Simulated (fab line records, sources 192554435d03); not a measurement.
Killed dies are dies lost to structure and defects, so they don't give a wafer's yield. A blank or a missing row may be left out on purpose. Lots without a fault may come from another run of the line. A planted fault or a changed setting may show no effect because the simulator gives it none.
Chamber matching | flow n5_finfet | N5_FIN_SAQP_ETCH_34 on rie_diel-05: 4 sister chambers
The step etches SiO2 in C4F6/O2, target depth 45 nm, time 15 s. 14 wafers are shown with their chamber, then 7 later ones without.

WAFERS WITH THEIR CHAMBER
wafer  | chamber | drypump_motor_current_A (A) | throttle_valve_pct (%) | rf_vpp_V (V)
L079.1 | 0       | 5.5                         | 21.36                  | 676
L079.3 | 2       | 4.9                         | 20.68                  | 679
L079.5 | 1       | 6.2                         | 21.19                  | 682
L080.1 | 0       | 5.5                         | 21.35                  | 675
L080.2 | 1       | 6.2                         | 21.21                  | 679
L080.4 | 3       | 5.5                         | 20.78                  | 657
L090.2 | 1       | 6.2                         | 21.23                  | 680
L090.5 | 0       | 5.5                         | 21.39                  | 674
L090.6 | 3       | 5.5                         | 20.78                  | 656
L091.1 | 1       | 6.2                         | 21.24                  | 681
L091.2 | 3       | 5.5                         | 20.80                  | 656
L091.6 | 3       | 5.5                         | 20.80                  | 656
L092.1 | 1       | 6.2                         | 21.25                  | 680
L092.3 | 3       | 5.4                         | 20.79                  | 657

SIGNATURES (means of the wafers above)
reading                 | chamber 0 | chamber 1 | chamber 2 | chamber 3 | scatter within a chamber
drypump_motor_current_A | 5.500     | 6.200     | 4.900     | 5.480     | 0.0283
throttle_valve_pct      | 21.3667   | 21.2240   | 20.6800   | 20.7900   | 0.0189
rf_vpp_V                | 675.00    | 680.40    | 679.00    | 656.40    | 0.917
Rule: a wafer's distance from a chamber is the root of the sum, over the readings, of the square of ((its reading less the chamber's mean) divided by the reading's scatter). The wafer belongs to the nearest chamber; if the next one is less than 2 further off, it can't be placed. The scatter: the root of (the sum of the squares of (reading less its chamber's mean) over the shown wafers, divided by (wafers less chambers)).

WAFERS WITHOUT THEIR CHAMBER
wafer  | drypump_motor_current_A (A) | throttle_valve_pct (%) | rf_vpp_V (V)
L092.4 | 4.9                         | 20.70                  | 679
L095.2 | 6.2                         | 21.26                  | 680
L095.3 | 5.5                         | 21.41                  | 675
L095.5 | 5.5                         | 21.41                  | 675
L097.1 | 5.5                         | 21.42                  | 675
L097.3 | 5.5                         | 20.81                  | 656
L097.5 | 5.5                         | 21.39                  | 676

WHICH CHAMBER EACH WENT THROUGH
wafer  | from the rows above | in truth
L092.4 | 2                   | 2
L095.2 | 1                   | 1
L095.3 | 0                   | 0
L095.5 | 0                   | 0
L097.1 | 0                   | 0
L097.3 | 3                   | 3
L097.5 | 0                   | 0
Placed correctly: 7 of 7. Can't be placed from these rows: 0. Placed wrongly: 0.
